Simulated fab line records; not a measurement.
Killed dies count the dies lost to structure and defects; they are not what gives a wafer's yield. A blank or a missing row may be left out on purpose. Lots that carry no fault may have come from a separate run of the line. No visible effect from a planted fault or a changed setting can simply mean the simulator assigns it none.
Lot-split experiment | flow n5_finfet | 21 wafers read from 7 lots, route of 1938 steps

## ABOUT THE SPLIT
At N5_BEOL_M3_ETCH_41 (etches SiCN in CH3F/O2, target depth 29.9 nm, time 52.5 s), the setting target_depth_a was moved away from the recipe's 299 angstrom on 5 of the 21 wafers read, by -10.2% to +9.9%. All remaining wafers had this setting at the recipe value.

Reading taken at the split's own step.

## THE READING
etch.depth_nm (the simulator's own value, which no gauge read), in nm, at N5_BEOL_M3_ETCH_41 (etches SiCN in CH3F/O2, target depth 29.9 nm, time 52.5 s). There is no usual value for it anywhere in the file. The 16 wafers here that ran the recipe average 19.94 nm, standard deviation 0.28 nm.

wafer  | tool, chamber at the split | target_depth_a as run, angstrom | against the recipe | etch.depth_nm, nm | against lot-mates on the recipe
L078.2 | rie_diel-03, 2             | 299                             | recipe             | 20.08             | -
L078.3 | rie_diel-03, 0             | 268.5                           | -10.2%             | 17.89             | -1.98
L078.5 | rie_diel-03, 1             | 299                             | recipe             | 19.67             | -
L081.1 | rie_diel-06, 2             | 299                             | recipe             | 19.8              | -
L081.2 | rie_diel-06, 0             | 299                             | recipe             | 19.59             | -
L081.4 | rie_diel-06, 3             | 299                             | recipe             | 19.5              | -
L084.1 | rie_diel-01, 0             | 299                             | recipe             | 20.25             | -
L084.3 | rie_diel-01, 2             | 299                             | recipe             | 20.03             | -
L084.6 | rie_diel-01, 2             | 299                             | recipe             | 19.96             | -
L087.1 | rie_diel-01, 2             | 299                             | recipe             | 19.75             | -
L087.3 | rie_diel-01, 0             | 299                             | recipe             | 20.17             | -
L087.4 | rie_diel-01, 3             | 299                             | recipe             | 20.41             | -
L090.1 | rie_diel-03, 2             | 328.7                           | +9.9%              | 21.8              | +1.98
L090.3 | rie_diel-03, 0             | 299                             | recipe             | 19.95             | -
L090.5 | rie_diel-03, 3             | 299                             | recipe             | 19.69             | -
L089.1 | rie_diel-01, 3             | 299                             | recipe             | 20.51             | -
L089.2 | rie_diel-01, 2             | 276.6                           | -7.5%              | 18.22             | -1.97
L089.3 | rie_diel-01, 1             | 299                             | recipe             | 19.87             | -
L094.3 | rie_diel-03, 2             | 314.6                           | +5.2%              | 21.08             | +1.32
L094.5 | rie_diel-03, 0             | 314.6                           | +5.2%              | 20.95             | +1.19
L094.6 | rie_diel-03, 3             | 299                             | recipe             | 19.76             | -

FIT RESULTS
A straight line over all 21 wafers: etch.depth_nm changes by +0.203 nm for each +1% of target_depth_a; r = +0.95; the points scatter about the line by 0.27 nm.
The same after taking each lot's own level away (the mean of its wafers on the recipe; 21 wafers): +0.216 nm for each +1%; r = +0.97; scatter 0.22 nm.
That fit puts the effect of the largest move of target_depth_a on the reading at 2.2 nm.
The lots' own levels span 19.630 to 20.190 nm, that is 2.0 times the standard deviation above.
Hence the lot-to-lot level has little effect on the slope; both slopes agree.
Check: with one of the wafers moved furthest among these (-10.2%) left out of the fit, the line predicts -2.35 nm for it against its lot-mates. It came out at -1.98 nm against them.

## ADDITIONAL SPLITS CARRIED BY THESE WAFERS
These wafers also went through other splits before the reading. Each is held against what the fit with the lots' levels taken away leaves over:
other split on the same wafers   | wafers away from the commonest value | r with etch.depth_nm (lot level and that fit taken away)
N5_BEOL_M0_SAQP_DESCUM_45 time_s | 11                                   | -0.10
N5_BEOL_M3_EXPOSE_25 dose_mj     | 5                                    | +0.12
N5_BEOL_M3_ALD_98 ald_cycles     | 7                                    | -0.01

## FILE'S OWN FIT
etch.depth_nm changes by +0.214 nm for each +1% of target_depth_a, r = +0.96.
